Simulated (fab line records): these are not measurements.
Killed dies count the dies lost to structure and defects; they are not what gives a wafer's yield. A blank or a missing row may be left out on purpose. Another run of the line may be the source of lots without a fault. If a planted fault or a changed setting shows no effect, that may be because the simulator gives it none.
The tool behind it: which one?	flow n5_finfet	10 lots, 28 wafers sampled, at 6 steps of a route of 1938

## WHAT THE GAUGES SHOWED, per wafer
N5_BEOL_M10_THK_MEAS_53: measures by xrf. Usual: M10_THK gives 133.5 nm (standard deviation 2.9).
lot	measured	on	M10_THK (nm)	flag
L234	day 9 22:14	film_metro-01	137.0 135.0 134.1	
L235	day 10 13:53	film_metro-02	131.8 136.2 132.9	
L236	day 10 22:15	film_metro-02	136.2 138.7	
L240	day 11 18:40	film_metro-01	129.7 133.3 129.6	
L242	day 12 10:10	film_metro-01	128.1 128.0	
L247	day 13 20:51	film_metro-01	138.4 133.0 131.1	
L248	day 14 01:18	film_metro-02	137.1 135.8 135.9	
L250	day 14 15:20	film_metro-01	133.2 131.0 130.6	
L252	day 14 19:59	film_metro-01	134.3 134.9 130.2	
L253	day 14 23:29	film_metro-01	130.9 130.4 133.6	

N5_BEOL_M11_CD_MEAS_11 targets a cd of 64.1 nm. Usual: cd_nm at 63.8 nm, with a standard deviation of 0.56.
lot	measured	on	cd_nm (nm)	flag
L234	day 10 02:31	cd_sem-01	64.1 64.7 63.6	
L235	day 10 17:01	cd_sem-01	62.7 63.8 63.1	
L236	day 11 00:11	cd_sem-02	64.8 64.1	
L240	day 11 20:49	cd_sem-03	64.3 63.6 64.2	
L242	day 12 12:25	cd_sem-02	63.9 63.9	
L247	day 14 00:05	cd_sem-03	69.4 68.7 68.4	OFF
L248	day 14 04:05	cd_sem-01	64.6 64.6 64.2	
L250	day 14 16:53	cd_sem-01	66.7 67.7 67.2	OFF
L252	day 14 21:47	cd_sem-03	63.8 63.3 63.0	
L253	day 15 02:29	cd_sem-02	64.0 64.2 62.6	

N5_BEOL_M11_CD_MEAS_18: pitch 140 nm, target cd 70 nm. Usual: cd_nm at 69.5 nm, with a standard deviation of 0.57.
lot	measured	on	cd_nm (nm)	flag
L234	day 10 03:04	cd_sem-03	69.7 69.8 69.2	
L235	day 10 17:37	cd_sem-02	68.6 69.4 69.3	
L236	day 11 00:48	cd_sem-01	70.6 69.6	
L240	day 11 21:25	cd_sem-01	70.2 69.9 69.6	
L242	day 12 12:58	cd_sem-03	69.0 69.6	
L247	day 14 00:38	cd_sem-01	74.1 74.4 73.7	OFF
L248	day 14 04:44	cd_sem-02	70.7 69.9 70.5	
L250	day 14 17:25	cd_sem-03	72.8 74.0 73.3	OFF
L252	day 14 22:26	cd_sem-02	69.9 68.8 69.0	
L253	day 15 03:05	cd_sem-03	70.6 69.8 69.0	

## TOOL THAT RAN EACH LOT (tool first, then ch and the chambers of the sampled wafers, then the start)
lot	N5_BEOL_M11_CURE_71	N5_BEOL_M11_EXPOSE_08	N5_BEOL_M11_ETCH_61
L234	uv_cure-01 ch 1, day 9 22:40	arfi_scanner-02 ch 0, day 10 02:24	rie_diel-04 ch 0,2,3, day 10 02:38
L235	uv_cure-03 ch 0, day 10 14:23	arfi_scanner-02 ch 0, day 10 16:54	rie_diel-04 ch 1,2,3, day 10 17:08
L236	uv_cure-03 ch 0, day 10 22:37	arfi_scanner-01 ch 0, day 11 00:04	rie_diel-03 ch 3, day 11 00:22
L240	uv_cure-02 ch 0, day 11 19:02	arfi_scanner-01 ch 0, day 11 20:42	rie_diel-04 ch 2,3, day 11 20:56
L242	uv_cure-01 ch 0, day 12 10:36	arfi_scanner-02 ch 0, day 12 12:18	rie_diel-03 ch 0,3, day 12 12:32
L247	uv_cure-01 ch 1, day 13 21:08	arfi_scanner-02 ch 0, day 13 23:58	rie_diel-03 ch 0,1,3, day 14 00:13
L248	uv_cure-01 ch 1, day 14 01:35	arfi_scanner-01 ch 0, day 14 03:57	rie_diel-04 ch 0,1, day 14 04:18
L250	uv_cure-02 ch 1, day 14 15:38	arfi_scanner-02 ch 0, day 14 16:45	rie_diel-01 ch 1,2, day 14 17:00
L252	uv_cure-03 ch 0, day 14 20:25	arfi_scanner-03 ch 0, day 14 21:40	rie_diel-04 ch 0,2, day 14 21:59
L253	uv_cure-02 ch 1, day 14 23:48	arfi_scanner-03 ch 0, day 15 02:22	rie_diel-04 ch 1,2,3, day 15 02:40
- N5_BEOL_M11_CURE_71: cures SiCOH lowk, time 240 s.
- N5_BEOL_M11_EXPOSE_08: exposes mask M11.
- N5_BEOL_M11_ETCH_61: etches SiARC in CF4, target depth 39 nm, time 65 s.

## AS READ BY THE TOOLS THEMSELVES (means over the sampled wafers that have a number; for cases with no such wafer, the mark the record gives instead)
N5_BEOL_M11_CURE_71. Usual: lamp_power_pct 52.31 %, standard deviation 0.053; wafer_temp_C_max 386.8, standard deviation 0.67.
lot	tool	lamp_power_pct (%)	wafer_temp_C_max	flag
L234	uv_cure-01	52.32	387.8	
L235	uv_cure-03	52.30	387.1	
L236	uv_cure-03	52.29	387.4	
L240	uv_cure-02	52.25	386.7	
L242	uv_cure-01	52.35	387.2	
L247	uv_cure-01	52.32	387.9	
L248	uv_cure-01	52.33	388.2	
L250	uv_cure-02	52.25	386.4	
L252	uv_cure-03	52.26	386.9	
L253	uv_cure-02	52.27	386.3	

N5_BEOL_M11_EXPOSE_08. Usual: exposure_dose_mJ_cm2 53.71, standard deviation 0.047; reticle_temp_C 22.99 C, standard deviation 0.1; stage_vel_mm_s 500.03 mm/s, standard deviation 0.24.
lot	tool	exposure_dose_mJ_cm2	reticle_temp_C (C)	stage_vel_mm_s (mm/s)	flag
L234	arfi_scanner-02	53.72	22.97	500.36	
L235	arfi_scanner-02	53.73	23.01	499.89	
L236	arfi_scanner-01	53.75	22.91	500.00	
L240	arfi_scanner-01	53.69	22.90	499.92	
L242	arfi_scanner-02	53.72	23.02	500.20	
L247	arfi_scanner-02	58.64	23.00	500.31	OFF
L248	arfi_scanner-01	53.68	22.92	499.83	
L250	arfi_scanner-02	57.61	23.07	499.92	OFF
L252	arfi_scanner-03	53.77	22.97	499.97	
L253	arfi_scanner-03	53.75	23.12	500.13	

N5_BEOL_M11_ETCH_61. Usual: bias_w 36.00 W, standard deviation 0.1; drypump_motor_current_A 5.6 A, standard deviation 0.37; etch_rf_on_time_s 65.3 s, standard deviation 1.4; mfc_ar_sccm 100.01 sccm, standard deviation 0.28; oes_product_au 0.64 a.u., standard deviation 0.078; rf_vpp_V 184.2 V, standard deviation 1.2; showerhead_plenum_p_Torr 2.14 Torr, standard deviation 0.065; throttle_valve_pct 15.77 %, standard deviation 0.22.
lot	tool	bias_w (W)	drypump_motor_current_A (A)	etch_rf_on_time_s (s)	mfc_ar_sccm (sccm)	oes_product_au (a.u.)	rf_vpp_V (V)	showerhead_plenum_p_Torr (Torr)	throttle_valve_pct (%)	flag
L234	rie_diel-04	35.96	5.4	64.9	100.10	0.60	184.4	2.12	15.75	
L235	rie_diel-04	36.08	5.9	65.4	99.65	0.66	184.5	2.15	15.65	
L236	rie_diel-03	35.98	5.2	65.3	99.75	0.62	185.8	2.22	15.95	
L240	rie_diel-04	36.08	5.8	65.8	100.10	0.60	185.0	2.17	15.65	
L242	rie_diel-03	36.02	5.5	65.5	100.27	0.61	185.0	2.21	15.93	
L247	rie_diel-03	36.04	5.5	65.8	99.89	0.61	184.8	2.18	15.92	
L248	rie_diel-04	36.01	5.6	64.2	99.88	0.70	183.8	2.08	15.60	
L250	rie_diel-01	36.04	6.1	65.5	100.21	0.66	184.7	2.14	15.49	
L252	rie_diel-04	35.90	5.4	66.5	100.04	0.57	184.0	2.13	15.56	
L253	rie_diel-04	36.07	5.9	63.8	100.05	0.72	184.6	2.14	15.55	

## THE ANSWER, worked out from the rows above alone
Rule: lot off if the mean of its wafers having a number is beyond 3 standard deviations from the usual mean. A lot without any number at a reading at which 4 lots or more have one is off too. Any other lot the step has rows for is counted as sound. The gauges are gone through in route order, then the tools' own readings, and for those a lot's mean is taken as printed above. At the first step where some lot is off, the reading lying furthest off is the one used; lots without a number count as furthest.
Off: L247, L250 (N5_BEOL_M11_CD_MEAS_11, cd_nm).
A tool fits if, at a process step before that reading, it ran every lot that is off, and no sound lot after the first of them. The gauges at N5_BEOL_M11_CD_MEAS_11 aren't tried: what is off there is off at N5_BEOL_M11_EXPOSE_08 too, on other tools, and a gauge's error can't cause that. One candidate fits, namely arfi_scanner-02 at N5_BEOL_M11_EXPOSE_08. Its last sound lot is L242 (day 12 12:18), its first lot that is off L247 (day 13 23:58): a fault that began between those two fits.
The tool's own readings at N5_BEOL_M11_EXPOSE_08 bear it out: on the lots that are off they differ by more than 5 times the standard deviation of the sound lots' means. exposure_dose_mJ_cm2 reads 58.12 there against 53.73 on the sound lots.

## WHAT THE SIMULATOR HAD INSERTED
Process parameter drift: arfi_scanner-02, from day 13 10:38 on, at N5_BEOL_M11_EXPOSE_08. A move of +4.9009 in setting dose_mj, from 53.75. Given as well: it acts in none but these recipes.
Shown lots that were struck: L247, L250. The rule above found the same.
